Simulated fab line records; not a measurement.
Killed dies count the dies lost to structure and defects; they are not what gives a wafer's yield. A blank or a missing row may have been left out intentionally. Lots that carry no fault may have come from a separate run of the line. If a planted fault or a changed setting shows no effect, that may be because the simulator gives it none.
A lot that was struck, set against a sound lot | flow nandHarc | 40 steps out of a route of 1302
Sound: these wafers, L854.1, L854.3, L854.4. Wafers struck: L869.2, L869.3, L869.4. The cause comes at the end.
At each step with rows: each side's tool, then ch and its chambers, then its first start. Under that, the readings that differ: sound wafers | struck wafers | difference of the means | sigmas: that difference in standard deviations of wafers without a fault.
alike: words and numbers the same on both sides, and readings whose means are apart by under 2 such deviations; not compared: readings that were withheld, readings missing a value for some wafer, numbers with overlapping values and no deviation given by the record, and bounds like >300 which may hide the same value.
The two part at a step that has a row with sigmas, a row that says differs or no value, or rows on one side only. Numbers that don't overlap but have no deviation are shown without sigmas and don't part them. A reading missing from all wafers of one side parts the sides only when that side holds two or more wafers.

NHARC_A_BONDPAD_THK_MEAS_20: measures by xrf.
  sound: filmMetro-01 at day 24 01:27; struck: filmMetro-01 at day 29 11:32
  alike: thkNm
then, 1 step without rows for these wafers: NHARC_A_BONDPAD_SRD_21 (time 30 s, dry time 20 s).
NHARC_A_BONDPAD_INSPECT_23:
  sound: defectInspect-01 at day 24 01:41; struck: defectInspect-01 at day 29 11:46
  alike: rawDefectCount
NHARC_HYBRID_BOND_ACTIVATE_00: chemistry N2, time 60 s.
  sound on rieDiel-01 ch 0,1,2, day 24 01:45; struck on rieDiel-07 ch 0,1,3, day 29 11:50
reading             | sound    | struck | difference | sigmas
rfHoursCounterH (h) | 45 38 48 | 2 1 1  | -42        | 
  alike: drypumpMotorCurrentA, oesProductAu, rfVppV, showerheadPlenumPTorr
then, 4 steps without rows for these wafers: NHARC_HYBRID_BOND_PRECLEAN_01 (cleans in DIW, time 300 s); NHARC_HYBRID_BOND_SRD_02 (time 30 s, dry time 20 s); NHARC_HYBRID_BOND_BOND_03; NHARC_HYBRID_BOND_ANNEAL_04 (time 7200 s).
NHARC_HYBRID_BOND_OVL_MEAS_05:
  sound: overlay-01 at day 24 08:44; struck: overlay-02 at day 29 23:16
  alike: overlayXNm, overlayYNm
NHARC_HYBRID_BOND_INSPECT_06: inspects for defects (ir void).
  sound: defectInspect-02 at day 24 08:47; struck: defectInspect-02 at day 29 23:19
  alike: rawDefectCount
NHARC_THIN_TSV_GRIND_00:
  sound on grinder-01 ch 0, day 24 08:56; struck on grinder-01 ch 0, day 29 23:40
  alike: motorCurrentA
then, 13 steps without rows for these wafers: NHARC_THIN_TSV_CMP_01 (polishes); NHARC_THIN_TSV_SRD_03; NHARC_THIN_TSV_PRECLEAN_41 (cleans in SC1); NHARC_THIN_TSV_SRD_42; NHARC_THIN_TSV_DEP_43 (deposits SiO2, target thk 1328.5 nm); NHARC_THIN_TSV_DEHYDRATE_04 (time 120 s); NHARC_THIN_TSV_HMDS_05 (time 30 s); NHARC_THIN_TSV_COAT_06; NHARC_THIN_TSV_SOFTBAKE_07 (time 95 s); NHARC_THIN_TSV_EBR_08; NHARC_THIN_TSV_EXPOSE_09 (exposes mask TSV); NHARC_THIN_TSV_PEB_10 (peb time 85 s); NHARC_THIN_TSV_DEVELOP_11 (time 70 s).
NHARC_THIN_TSV_CD_MEAS_12: the cd target is 1000 nm.
  sound on cdSem-03 ch 0, day 24 11:28; struck on cdSem-03 ch 0, day 30 01:53
  alike: cdNm
then, 1 step without rows for these wafers: NHARC_THIN_TSV_HARDBAKE_13 (time 80 s).
NHARC_THIN_TSV_DESCUM_14: chemistry O2, time 3 s.
  sound on rieDiel-13 ch 0,1,3, day 24 11:38; struck on rieDiel-03 ch 0,1,2, day 30 02:02
reading             | sound       | struck      | difference | sigmas
rfHoursCounterH (h) | 2.2 2.2 1.6 | 2.9 2.9 2.7 | +0.8       | 
  alike: chamberPressureMTorr, drypumpMotorCurrentA, oesProductAu, rfVppV, showerheadPlenumPTorr, throttleValvePct
then, 1 step without rows for these wafers: NHARC_THIN_TSV_ETCH_44 (etches the open film in CF4/O2, target depth 1594.2 nm, time 797.1 s).
NHARC_THIN_TSV_ETCH_15: target depth 3000 nm, bosch target overetch cycles 2, bosch etch step 2.8 s.
  sound on rieSi-05 ch 0,1,3, day 24 12:17; struck on rieSi-05 ch 0,1,2, day 30 02:42
reading             | sound          | struck         | difference | sigmas
rfHoursCounterH (h) | 0.46 0.34 0.50 | 0.22 0.21 0.15 | -0.24      | 
  alike: drypumpMotorCurrentA
NHARC_THIN_TSV_CD_MEAS_16:
  sound: cdSem-01 at day 24 12:26; struck: cdSem-02 at day 30 02:50
  alike: cdNm
then, 3 steps without rows for these wafers: NHARC_THIN_TSV_STRIP_45 (strips in O2); NHARC_THIN_TSV_STRIP_46 (strips in post etch residue remover, time 1200 s); NHARC_THIN_TSV_DEP_47 (deposits SiO2, target thk 200 nm).
NHARC_THIN_TSV_ETCHBACK_48: etches the open film in C4F8/Ar, target depth 1028.5 nm, time 405.17 s.
  sound on rieDiel-13 ch 0,1,2, day 24 13:43; struck on rieDiel-02 ch 0,1,3, day 30 04:07
reading             | sound       | struck      | difference | sigmas
rfHoursCounterH (h) | 2.1 2.7 2.8 | 7.5 7.7 7.4 | +5.0       | 
  alike: chamberPressureMTorr, oesProductAu, rfVppV
then, 1 step without rows for these wafers: NHARC_THIN_TSV_STRIP_62 (strips in N2/H2, time 20 s).
NHARC_THIN_TSV_DEGAS_49: time 120 s.
  sound: pvdSputter-03 at day 24 14:15; struck: pvdSputter-01 at day 30 04:54
  alike: heaterPowerW
then, 3 steps without rows for these wafers: NHARC_THIN_TSV_PRE_CLEAN_50 (time 30 s); NHARC_THIN_TSV_PVD_19 (deposits TaN, target thk 20 nm); NHARC_THIN_TSV_PVD_51 (deposits Cu, target thk 100 nm).
NHARC_END_SORT_01:
  sound on prober-02 ch 0, day 25 04:06; struck on prober-01 ch 0, day 30 19:02
reading                | sound    | struck      | difference | sigmas
defectLimitedYield (%) | 91 91 93 | 0 0 0       | -92        | -27
killedAtOther          | 1 0 0    | 601 603 593 | +599       | +99 or more
killedDies             | 61 60 49 | 677 677 677 | +620       | +27
  alike: killedAtArray, killedAtPeriphery, killedOpen, killedShort

== WHERE THEY PART ==
Only at NHARC_END_SORT_01, as far as this record shows.

WHY: whatever the simulator had introduced
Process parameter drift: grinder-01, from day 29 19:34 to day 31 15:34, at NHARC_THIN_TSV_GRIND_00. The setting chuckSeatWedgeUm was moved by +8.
